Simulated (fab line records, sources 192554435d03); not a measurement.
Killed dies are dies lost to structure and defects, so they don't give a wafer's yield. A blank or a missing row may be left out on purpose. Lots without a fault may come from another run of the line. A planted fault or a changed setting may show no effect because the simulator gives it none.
fab line records | flow n5_finfet
record lots=8 wafers=24 last_day=17
route steps=1938 shown BEOL_M4@1111 BEOL_M9@1437 PASSIVATION@1936
lots that met no fault: from a run of the same line without faults
start_h: hours from the record's first day to the start of the lot's first wafer shown | wait_h: hours since the lot's step before | " the same as in the row above | L1.1+2: a row that stands for several wafers | - no value, or no start given | * or withheld: withheld | < > ~ a bound
route shown NAME@n: a module of which the file shows steps, and the number in the route of the first | usual: mean/standard deviation of fault-free wafers | same: alike in all rows | chamber/n: place in a boat | sites: the reading at each site | _std_site: their standard deviation | _edge_site: outer sites' mean less inner sites' | radius_mm: how far each site lies from the wafer's centre | mask NAME#n: copy n | behind: the tool/chamber that last shaped the wafer | hold: why the lot was held/for how many hours/how that ended | device: the transistor (n, p or np) that didn't switch | end of line: the same wafers' tests at the end of the route | a step without rows: its recipe alone | killed: dies lost to structure and defects at the first sort, not the wafer's yield | map: a wafer's dies, x killed, . not, _ none there
set.NAME: the setting as run; set.NAME@STEP: as run at that earlier step | model.NAME: the simulator's own value behind a step, which no gauge read
steps of the route over a sample of lots; a table a step, a row a wafer
services: from which hour (start_h, from the record's first day; less than 0 if before it) a tool's chamber was out of use, for how many hours, and why
## steps
# step N5_BEOL_M4_RC_MEAS_101
# usual DIBL_N=36.3/1.2 DIBL_P=36.1/1.6 IOFF_N=0.161/0.023 IOFF_P=0.209/0.027 ION_N=676/8.9 ION_P=462/5.3 SS_N=71.5/0.51 SS_P=73.2/0.5 VT_N=249.1/2.5 VT_P=-249.9/2.8
# columns lot.wafer tool chamber start_h wait_h DIBL_N[mV/V] DIBL_P[mV/V] IOFF_N[nA/um] IOFF_P[nA/um] ION_N[uA/um] ION_P[uA/um] SS_N[mV/dec] SS_P[mV/dec] VT_N[mV] VT_P[mV]
L748.2 prober-01 0 180.05 0.2 36.8 35.5 0.161 0.221 675 463 71.3 73.0 250.1 -248.8
L748.4 " 0 " " 37.7 35.8 0.174 0.220 674 466 71.2 73.1 250.3 -249.0
L748.6 " 0 " " 36.8 34.7 0.162 0.213 664 460 71.5 73.5 248.5 -247.3
L749.2 prober-02 0 182.19 0.2 35.7 34.7 0.146 0.190 672 463 71.5 72.8 252.3 -249.1
L749.4 " 0 " " 34.9 33.4 0.125 0.172 666 457 70.9 72.9 252.6 -253.1
L749.5 " 0 " " 34.4 33.8 0.125 0.180 667 464 71.1 72.9 252.0 -251.7
L752.1 prober-02 0 204.65 0.0 36.5 35.8 0.158 0.203 669 459 71.6 73.5 249.0 -249.5
L752.2 " 0 " " 37.4 37.8 0.188 0.239 675 459 71.5 73.4 248.5 -247.8
L752.5 " 0 " " 37.1 37.4 0.198 0.240 683 466 71.6 74.4 248.4 -247.9
L759.3 prober-02 0 241.71 0.3 38.5 37.1 0.182 0.229 678 466 72.4 73.8 249.7 -249.3
L759.4 " 0 " " 38.4 37.0 0.186 0.229 671 459 72.5 73.3 249.1 -247.8
L759.6 " 0 " " 36.0 35.3 0.138 0.193 658 455 71.4 73.3 255.3 -251.9
L760.1 prober-02 0 255.24 0.0 36.4 35.7 0.165 0.181 666 457 72.0 73.6 247.4 -253.8
L760.4 " 0 " " 37.0 36.8 0.178 0.193 674 456 71.8 74.2 249.3 -253.1
L760.6 " 0 " " 35.9 36.1 0.161 0.187 671 455 70.9 73.5 249.5 -253.2
L766.1 prober-02 0 278.72 0.0 36.8 37.2 0.177 0.220 679 460 72.2 73.3 249.4 -250.5
L766.5 " 0 " " 38.2 37.8 0.200 0.232 688 462 71.8 73.2 247.3 -247.2
L766.6 " 0 " " 37.9 37.5 0.186 0.225 680 467 72.0 72.1 247.4 -249.5
L768.1 prober-01 0 294.29 0.0 35.6 36.5 0.161 0.215 666 461 71.9 73.0 249.0 -250.2
L768.2 " 0 " " 36.1 37.8 0.182 0.238 681 461 71.8 73.9 246.7 -247.1
L768.6 " 0 " " 36.0 37.2 0.166 0.222 677 462 72.7 73.7 248.1 -251.9
L769.2 prober-01 0 310.37 0.2 37.1 36.4 0.166 0.217 679 465 71.8 73.3 250.1 -246.2
L769.3 " 0 " " 36.0 35.6 0.143 0.202 674 463 71.9 73.1 250.6 -248.4
L769.5 " 0 " " 35.0 34.3 0.132 0.178 662 457 71.6 73.4 251.1 -248.6
# step N5_BEOL_M9_DESCUM_33
# recipe chemistry=O2 time_s=7 source_power_w=50 bias_power_w=20 pressure_mtorr=20 rf_frequency_hz=2.712e+07 temp_c=40 resist=CAR-EUV o2_flow_sccm=225
# usual drypump_motor_current_A=5.9/0.37 oes_product_au=0.80/0.081 rf_fwd_power_W=49.39/0.21 rf_vpp_V=243.6/1.7 showerhead_plenum_p_Torr=2.12/0.088 throttle_valve_pct=20.37/0.23
# columns lot.wafer tool chamber start_h wait_h drypump_motor_current_A oes_product_au rf_fwd_power_W rf_hours_counter_h rf_vpp_V showerhead_plenum_p_Torr throttle_valve_pct
L748.2 rie_diel-06 1 218.67 0.2 6.1 0.91 49.49 28 244.6 2.13 20.12
L748.4 " 0 " " 6.0 0.66 49.37 247 240.8 2.06 20.61
L748.6 " 0 " " 6.0 0.67 49.34 - 240.5 2.06 20.60
L749.2 rie_diel-06 0 221.50 0.0 6.0 0.67 49.48 247 242.7 2.06 20.61
L749.4 " 2 " " 5.2 0.86 49.12 50 243.5 2.13 20.41
L749.5 " 2 " " 5.2 0.87 49.15 - 243.8 2.13 20.41
L752.1 rie_diel-02 2 244.56 0.0 6.2 0.73 49.35 208 241.2 1.98 20.75
L752.2 " 0 " " 6.0 0.81 49.39 92 245.9 2.20 20.14
L752.5 " 2 " " 6.2 0.73 49.22 - 240.4 1.98 20.76
L759.3 rie_diel-03 3 285.78 0.0 5.4 0.90 49.38 26 241.0 2.04 20.42
L759.4 " 0 " " 6.7 0.83 49.46 55 241.6 2.04 20.36
L759.6 " 1 " " 5.9 0.71 49.15 - 243.7 2.17 20.72
L760.1 rie_diel-06 2 296.19 0.0 5.2 0.83 49.05 76 243.6 2.12 20.43
L760.4 " 0 " " 5.9 0.94 49.41 14 241.7 2.05 20.26
L760.6 " 3 " " 5.9 0.79 49.53 - 244.4 2.20 20.22
L766.1 rie_diel-02 3 320.67 0.0 5.6 0.86 49.76 55 245.7 2.22 20.35
L766.5 " 0 " " 6.0 0.79 49.42 - 245.1 2.19 20.19
L766.6 " 1 " " 6.3 0.71 49.62 - 244.8 2.16 20.17
L768.1 rie_diel-02 3 334.47 0.3 5.5 0.85 49.63 60 244.8 2.22 20.36
L768.2 " 1 " " 6.2 0.71 49.42 202 244.4 2.16 20.19
L768.6 " 2 " " 6.2 0.71 49.47 - 240.6 1.97 20.80
L769.2 rie_diel-03 0 354.91 0.0 6.7 0.82 49.24 74 242.5 2.03 20.38
L769.3 " 3 " " 5.4 0.86 49.04 44 242.9 2.04 20.43
L769.5 " 0 " " 6.6 0.82 49.03 - 243.1 2.03 20.38
# step N5_BEOL_M9_ETCH_65
# recipe chemistry=CF4 target=SiARC target_depth_a=156 mask_material=CAR-EUV time_s=26 ion_energy_ev=80 pressure_mtorr=40 source_w=545 bias_w=36 Ar_flow_sccm=100 cf4_flow_sccm=100 ends=cleared
# usual bias_w=36.00/0.1 cf4_flow_sccm=100.02/0.3 drypump_motor_current_A=5.9/0.37 etch_rf_on_time_s=26.0/0.47 oes_product_au=0.68/0.069 rf_fwd_power_W=532.1/1.8 rf_vpp_V=184.4/1.3 showerhead_plenum_p_Torr=2.17/0.083 throttle_valve_pct=15.56/0.24
# columns lot.wafer tool chamber start_h wait_h bias_w cf4_flow_sccm drypump_motor_current_A etch_rf_on_time_s oes_product_au rf_fwd_power_W rf_hours_counter_h rf_vpp_V showerhead_plenum_p_Torr throttle_valve_pct
L748.2 rie_diel-06 1 218.72 0.0 36.14 100.28 6.2 25.9 0.76 530.0 28 184.7 2.19 15.29
L748.4 " 0 " " 35.90 99.62 6.0 26.9 0.57 530.1 247 182.8 2.11 15.80
L748.6 " 0 " " 35.91 99.68 6.0 26.7 0.56 533.4 - 182.3 2.11 15.82
L749.2 rie_diel-06 0 221.55 0.0 35.91 99.79 6.0 26.4 0.57 532.6 247 183.7 2.11 15.82
L749.4 " 2 " " 36.09 99.75 5.2 26.1 0.74 534.4 50 185.2 2.17 15.49
L749.5 " 2 " " 35.96 100.16 5.3 26.3 0.74 531.8 - 185.9 2.17 15.49
L752.1 rie_diel-02 2 244.62 0.0 35.96 99.30 6.2 26.3 0.63 530.8 208 182.4 2.04 16.00
L752.2 " 0 " " 36.05 100.43 6.0 26.0 0.70 535.6 92 186.1 2.25 15.34
L752.5 " 2 " " 35.96 100.01 6.2 26.3 0.62 532.8 - 183.1 2.04 16.02
L759.3 rie_diel-03 3 285.83 0.0 35.89 99.73 5.3 25.4 0.77 533.9 26 184.5 2.10 15.59
L759.4 " 0 " " 36.09 99.71 6.7 25.6 0.72 531.0 55 183.3 2.09 15.54
L759.6 " 1 " " 36.08 100.31 5.9 26.5 0.61 533.3 - 184.0 2.21 15.87
L760.1 rie_diel-06 2 296.24 0.0 35.99 99.74 5.2 26.4 0.70 528.1 76 183.9 2.17 15.53
L760.4 " 0 " " 35.92 99.98 6.0 25.8 0.80 535.1 14 183.9 2.10 15.36
L760.6 " 3 " " 36.06 99.67 5.9 26.1 0.68 532.6 - 184.5 2.24 15.38
L766.1 rie_diel-02 3 320.72 0.0 35.94 99.99 5.6 25.5 0.74 533.6 55 186.0 2.27 15.49
L766.5 " 0 " " 35.84 100.14 6.0 26.1 0.68 534.1 - 184.8 2.24 15.37
L766.6 " 1 " " 36.11 100.08 6.2 26.4 0.60 527.9 - 186.0 2.21 15.46
L768.1 rie_diel-02 3 334.52 0.0 36.05 99.97 5.5 25.2 0.74 533.5 60 185.0 2.26 15.50
L768.2 " 1 " " 36.18 100.15 6.3 26.2 0.60 531.0 202 184.4 2.21 15.46
L768.6 " 2 " " 35.91 99.77 6.2 26.4 0.60 534.2 - 183.6 2.03 16.09
L769.2 rie_diel-03 0 354.96 0.0 35.92 100.17 6.6 26.0 0.69 532.8 74 183.2 2.09 15.57
L769.3 " 3 " " 36.11 100.33 5.3 25.8 0.73 530.7 44 184.3 2.10 15.62
L769.5 " 0 " " 36.05 100.08 6.7 26.0 0.69 535.4 - 183.8 2.09 15.57
# step N5_BEOL_M9_VIA_ETCH_34
# recipe chemistry=C4F6/O2 target=SiCOH_lowk target_depth_a=1824 mask_material=SOC taper_deg=4 time_s=68.4 ion_energy_ev=250 pressure_mtorr=30 source_w=345 bias_w=185 Ar_flow_sccm=300 C4F6_flow_sccm=10 O2_flow_sccm=10
# usual C4F6_flow_sccm=10.00/0.031 O2_flow_sccm=9.998/0.03 drypump_motor_current_A=5.9/0.37 oes_product_au=0.80/0.082 rf_fwd_power_W=342.2/1.2 rf_vpp_V=668/7.3 showerhead_plenum_p_Torr=2.89/0.11 throttle_valve_pct=20.86/0.25
# columns lot.wafer tool chamber start_h wait_h C4F6_flow_sccm O2_flow_sccm drypump_motor_current_A oes_product_au rf_fwd_power_W rf_hours_counter_h rf_vpp_V showerhead_plenum_p_Torr throttle_valve_pct
L748.2 rie_diel-06 1 218.85 0.0 10.00 9.965 6.1 0.90 341.9 28 659 2.91 20.65
L748.4 " 0 " " 9.98 10.036 6.0 0.67 342.8 247 655 2.81 21.08
L748.6 " 0 " " 9.96 10.016 6.0 0.67 342.6 - 655 2.81 21.07
L749.2 rie_diel-06 0 221.68 0.0 10.07 10.009 6.0 0.67 343.4 247 655 2.81 21.10
L749.4 " 2 " " 9.98 9.990 5.2 0.87 341.6 50 677 2.90 20.87
L749.5 " 2 " " 9.99 10.020 5.3 0.87 340.4 - 677 2.90 20.86
L752.1 rie_diel-02 2 244.74 0.0 10.02 10.018 6.2 0.73 342.8 208 662 2.72 21.30
L752.2 " 0 " " 9.97 10.013 6.0 0.82 342.9 92 671 2.99 20.61
L752.5 " 2 " " 10.04 10.038 6.2 0.72 341.1 - 662 2.72 21.30
L759.3 rie_diel-03 3 285.96 0.0 10.03 9.992 5.3 0.90 342.5 26 677 2.80 20.98
L759.4 " 0 " " 9.99 9.989 6.7 0.84 339.8 56 677 2.78 20.87
L759.6 " 1 " " 9.98 9.996 5.9 0.71 340.7 - 666 2.94 21.19
L760.1 rie_diel-06 2 296.37 0.0 10.00 10.027 5.2 0.84 341.0 76 677 2.88 20.91
L760.4 " 0 " " 10.03 10.035 6.0 0.95 343.0 14 655 2.80 20.75
L760.6 " 3 " " 9.99 10.009 5.8 0.80 340.2 - 657 2.97 20.66
L766.1 rie_diel-02 3 320.85 0.0 10.06 10.019 5.6 0.86 342.5 55 670 3.02 20.84
L766.5 " 0 " " 10.03 9.971 6.1 0.78 344.0 - 672 2.98 20.64
L766.6 " 1 " " 10.00 9.997 6.2 0.71 341.1 - 675 2.94 20.64
L768.1 rie_diel-02 3 334.65 0.0 10.00 9.985 5.6 0.86 342.4 60 669 3.02 20.87
L768.2 " 1 " " 10.02 9.987 6.2 0.70 341.8 203 675 2.93 20.63
L768.6 " 2 " " 10.02 10.020 6.2 0.71 341.9 - 663 2.70 21.36
L769.2 rie_diel-03 0 355.09 0.0 10.00 9.996 6.7 0.83 341.0 74 676 2.77 20.89
L769.3 " 3 " " 10.00 10.046 5.3 0.86 340.2 44 677 2.79 21.01
L769.5 " 0 " " 10.05 10.013 6.7 0.83 339.4 - 677 2.77 20.90
# step N5_BEOL_M9_TRENCH_ETCH_37
# recipe chemistry=C4F6/O2 target_depth_a=1514.3 target=SiCOH_lowk time_s=49 ion_energy_ev=250 pressure_mtorr=30 source_w=345 bias_w=185 Ar_flow_sccm=300 C4F6_flow_sccm=10 O2_flow_sccm=10
# usual C4F6_flow_sccm=10.000/0.027 O2_flow_sccm=10.00/0.031 drypump_motor_current_A=5.9/0.36 oes_product_au=0.80/0.082 rf_fwd_power_W=341.7/1.3 rf_vpp_V=668/7.3 showerhead_plenum_p_Torr=2.89/0.11 throttle_valve_pct=20.88/0.25
# columns lot.wafer tool chamber start_h wait_h C4F6_flow_sccm O2_flow_sccm drypump_motor_current_A oes_product_au rf_fwd_power_W rf_hours_counter_h rf_vpp_V showerhead_plenum_p_Torr throttle_valve_pct
L748.2 rie_diel-06 1 218.95 - - - - - - - - - -
L748.4 " 0 " " - - - - - - - - -
L748.6 " 0 " " - - - - - - - - -
L749.2 rie_diel-06 0 221.79 - - - - - - - - - -
L749.4 " 2 " " - - - - - - - - -
L749.5 " 2 " " - - - - - - - - -
L752.1 rie_diel-02 2 244.85 - 10.047 10.02 6.2 0.73 341.3 208 663 2.72 21.34
L752.2 " 0 " " 9.957 10.05 6.0 0.80 342.4 92 670 2.99 20.63
L752.5 " 2 " " 10.016 10.06 6.2 0.73 341.6 - 662 2.72 21.33
L759.3 rie_diel-03 3 286.06 - 10.015 10.05 5.4 0.90 341.3 26 677 2.80 21.01
L759.4 " 0 " " 9.972 10.04 6.6 0.84 340.7 56 676 2.78 20.90
L759.6 " 1 " " 10.019 10.06 5.9 0.72 342.3 - 667 2.94 21.21
L760.1 rie_diel-06 2 296.47 - 9.978 10.03 5.2 0.83 339.3 76 678 2.88 20.94
L760.4 " 0 " " 10.001 10.04 6.0 0.94 343.2 14 655 2.80 20.78
L760.6 " 3 " " 10.004 10.01 5.8 0.79 341.0 - 656 2.97 20.68
L766.1 rie_diel-02 3 320.95 - 9.989 10.03 5.6 0.87 343.1 55 670 3.02 20.91
L766.5 " 0 " " 9.980 9.98 6.1 0.79 341.7 - 670 2.98 20.67
L766.6 " 1 " " 9.968 9.99 6.2 0.71 340.3 - 675 2.94 20.64
L768.1 rie_diel-02 3 334.75 - 10.013 10.03 5.6 0.86 343.5 60 668 3.02 20.91
L768.2 " 1 " " 9.920 9.98 6.2 0.71 342.5 203 675 2.93 20.68
L768.6 " 2 " " 9.996 9.98 6.2 0.71 342.2 - 662 2.70 21.38
L769.2 rie_diel-03 0 355.19 - 9.986 10.00 6.7 0.82 344.1 74 675 2.77 20.93
L769.3 " 3 " " 10.013 9.93 5.3 0.87 340.2 44 677 2.79 21.03
L769.5 " 0 " " 10.006 9.98 6.6 0.82 341.4 - 677 2.77 20.93
# step N5_BEOL_M9_OCD_MEAS_38
# usual trench_depth_nm=151.6/2.7
# columns lot.wafer tool chamber start_h wait_h trench_depth_nm
L748.2 ocd-01 - 219.13 - 0
L748.4 " - " " 0
L748.6 " - " " 0.0
L749.2 ocd-01 - 221.96 - 0.1
L749.4 " - " " 0
L749.5 " - " " 0
L752.1 ocd-02 - 245.02 - 150.4
L752.2 " - " " 150.2
L752.5 " - " " 151.0
L759.3 ocd-01 - 286.24 - 156.1
L759.4 " - " " 154.7
L759.6 " - " " 149.3
L760.1 ocd-01 - 296.65 - 151.1
L760.4 " - " " 152.9
L760.6 " - " " 150.5
L766.1 ocd-01 - 321.12 - 155.2
L766.5 " - " " 150.7
L766.6 " - " " 149.0
L768.1 ocd-02 - 334.92 - 155.6
L768.2 " - " " 151.2
L768.6 " - " " 150.0
L769.2 ocd-02 - 355.37 - 153.7
L769.3 " - " " 156.0
L769.5 " - " " 152.9
# step N5_PASSIVATION_PROBE_49
# usual defect_limited_yield=91.3/1.5 killed_at_M0_to_M3=35/10 killed_at_M4_up=13/5.3 killed_at_contacts=12/5.7 killed_at_front_end=39/11 killed_at_other=3.3/2.7 killed_dies=102/18 killed_on_rim=13/4 killed_open=67/13 killed_short=34/7.8 sort_bin_5_function=5.1/1 sort_bin_6_memory=3.3/0.68 sort_n_pass=1078/18 sort_yield_pct=91.3/1.5
# same gross_dies=1180 killed_at_back_side=0 sort_bin_4_leakage[%]=0 sort_bin_8_speed[%]=0
# columns lot.wafer tool chamber start_h wait_h defect_limited_yield[%] killed_at_M0_to_M3 killed_at_M4_up killed_at_contacts killed_at_front_end killed_at_other killed_dies killed_on_rim killed_open killed_short sort_bin_5_function[%] sort_bin_6_memory[%] sort_n_pass sort_yield_pct[%]
L749.2 prober-02 - 278.40 0.1 0 43 1058 28 43 8 1180 152 106 38 95.3 4.2 0 0
L749.4 prober-02 - 278.50 0.2 0 35 1079 20 44 2 1180 152 88 29 96.2 3.6 0 0
L749.5 prober-02 - 278.55 0.2 0 48 1094 5 29 4 1180 152 58 51 96.4 3.2 0 0
L748.2 prober-01 - 279.59 0.5 0 39 1066 22 51 2 1180 152 87 40 95.6 4.3 0 0
L748.4 prober-01 - 279.69 0.6 0 41 1069 22 44 4 1180 152 78 40 95.6 4.4 0 0
L748.6 prober-01 - 279.79 0.7 0 28 1083 9 55 5 1180 152 82 32 96.0 3.3 0 0
L768.1 prober-01 - 391.29 0.0 92.9 26 20 1 37 0 84 16 56 27 4.2 2.7 1096 92.9
L768.2 prober-01 - 391.34 0.1 94.4 20 10 10 25 1 66 9 43 22 3.1 2.5 1114 94.4
L768.6 prober-01 - 391.54 0.3 92.3 36 13 8 34 0 91 14 63 25 4.2 3.2 1089 92.3
# killed by level:class
L749.2 BEOL_M9:area_etch=1035 MOL_CONTACT_COAG:geometric_particle:open=22 STI_FIN_REVEAL:geometric_particle:open=14 BEOL_M4:geometric_particle:open=14 BEOL_M0_SAQP:geometric_particle:short=11 BEOL_M0:geometric_particle:open=11 BEOL_M2:geometric_particle:open=9 FIN_SAQP:geometric_particle:open=6
L749.4 BEOL_M9:area_etch=1063 MOL_CONTACT_COAG:geometric_particle:open=16 FIN_SAQP:geometric_particle:open=13 BEOL_M0_SAQP:geometric_particle:open=11 BEOL_M4:geometric_particle:open=10 STI_FIN_REVEAL:geometric_particle:open=7 FIN_SAQP:geometric_particle:short=6 BEOL_M0_SAQP:geometric_particle:short=6
L749.5 BEOL_M9:area_etch=1071 BEOL_M0_SAQP:geometric_particle:short=11 BEOL_M4:geometric_particle:open=11 BEOL_M0_SAQP:geometric_particle:open=10 BEOL_M2:geometric_particle:open=10 BEOL_M4:geometric_particle:short=8 FIN_SAQP:geometric_particle:short=7 FIN_SAQP:geometric_particle:open=4
L748.2 BEOL_M9:area_etch=1051 FIN_SAQP:geometric_particle:short=19 MOL_CONTACT_COAG:geometric_particle:open=19 STI_FIN_REVEAL:geometric_particle:open=14 BEOL_M0_SAQP:geometric_particle:open=11 BEOL_M1:geometric_particle:open=10 BEOL_M4:geometric_particle:open=7 BEOL_M0_SAQP:geometric_particle:short=5
L748.4 BEOL_M9:area_etch=1061 MOL_CONTACT_COAG:geometric_particle:open=20 BEOL_M0_SAQP:geometric_particle:short=14 BEOL_M0_SAQP:geometric_particle:open=14 STI_FIN_REVEAL:geometric_particle:open=13 DUMMY_GATE:geometric_particle:open=6 STI_FIN_REVEAL:geometric_particle:short=5 GATE_CUT:geometric_particle:open=4
L748.6 BEOL_M9:area_etch=1064 STI_FIN_REVEAL:geometric_particle:open=18 FIN_SAQP:geometric_particle:open=8 BEOL_M4:geometric_particle:open=8 MOL_CONTACT_COAG:geometric_particle:open=7 BEOL_M3:geometric_particle:open=7 FIN_SAQP:geometric_particle:short=6 DUMMY_GATE:geometric_particle:open=6
L768.1 STI_FIN_REVEAL:geometric_particle:open=13 BEOL_M4:geometric_particle:open=10 BEOL_M1:geometric_particle:open=9 BEOL_M5:geometric_particle:open=5 STI_FIN_REVEAL:geometric_particle:short=4 STARTING-WAFER:geometric_particle:short=4 BEOL_M3:geometric_particle:open=4 ILD0:geometric_particle:short=3
L768.2 MOL_CONTACT_COAG:geometric_particle:open=8 STI_FIN_REVEAL:geometric_particle:open=7 BEOL_M3:geometric_particle:open=5 FIN_SAQP:geometric_particle:short=4 BEOL_M0_SAQP:geometric_particle:open=3 BEOL_M2:geometric_particle:open=3 STARTING-WAFER:geometric_particle:short=3 DUMMY_GATE:geometric_particle:open=2
L768.6 BEOL_M3:geometric_particle:open=9 FIN_SAQP:geometric_particle:open=8 STI_FIN_REVEAL:geometric_particle:open=7 BEOL_M1:geometric_particle:open=7 MOL_CONTACT_COAG:geometric_particle:open=6 FIN_SAQP:geometric_particle:short=5 BEOL_M0_SAQP:geometric_particle:short=5 BEOL_M0:geometric_particle:open=4
## services
# columns tool chamber start_h hours kind
rie_diel-02 0 201.01 9.1 repair
rie_diel-02 2 223.76 6.1 repair
rie_diel-06 0 229.98 - clean
rie_diel-06 0 229.98 - consumable_replace:focus_ring
rie_diel-06 0 229.98 14.3 scheduled_down
rie_diel-06 0 229.98 14.3 vent_cycle
rie_diel-02 2 237.18 4.4 repair
rie_diel-06 2 241.17 1.2 repair
rie_diel-06 3 259.63 4.8 repair
rie_diel-06 - 298.79 0.8 repair
rie_diel-03 - 323.93 14.6 pm
rie_diel-06 2 325.16 13.6 repair
rie_diel-02 - 343.94 2.8 pm
## key
first_sign step=N5_BEOL_M9_TRENCH_ETCH_37 reading=tool_record direction=missing
effect step=N5_BEOL_M9_OCD_MEAS_38 reading=trench_depth_nm direction=down sigmas=57 usual=151.6 struck=0.0
effect step=N5_PASSIVATION_PROBE_49 reading=killed_at_M4_up direction=up sigmas=99+ usual=13 struck=1075
more_kills_born_at N5_BEOL_M9_TRENCH_ETCH_37@rie_diel-06=6345
met_at N5_BEOL_M9_TRENCH_ETCH_37
struck_lots L748,L749
later_rows_left_out L748.2,L748.4,L748.6,L749.2,L749.4,L749.5
not_acting_at N5_BEOL_M9_DESCUM_33,N5_BEOL_M9_ETCH_65,N5_BEOL_M9_VIA_ETCH_34
fault kind=skipped_step_whole tool=rie_diel-06 chamber=- onset_h=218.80 steps=N5_BEOL_M9_TRENCH_ETCH_37 scope=struck_lots_only
# later_rows_left_out: the simulator's readings of these wafers behind a module that went badly wrong aren't trusted and aren't shown, but for the sort
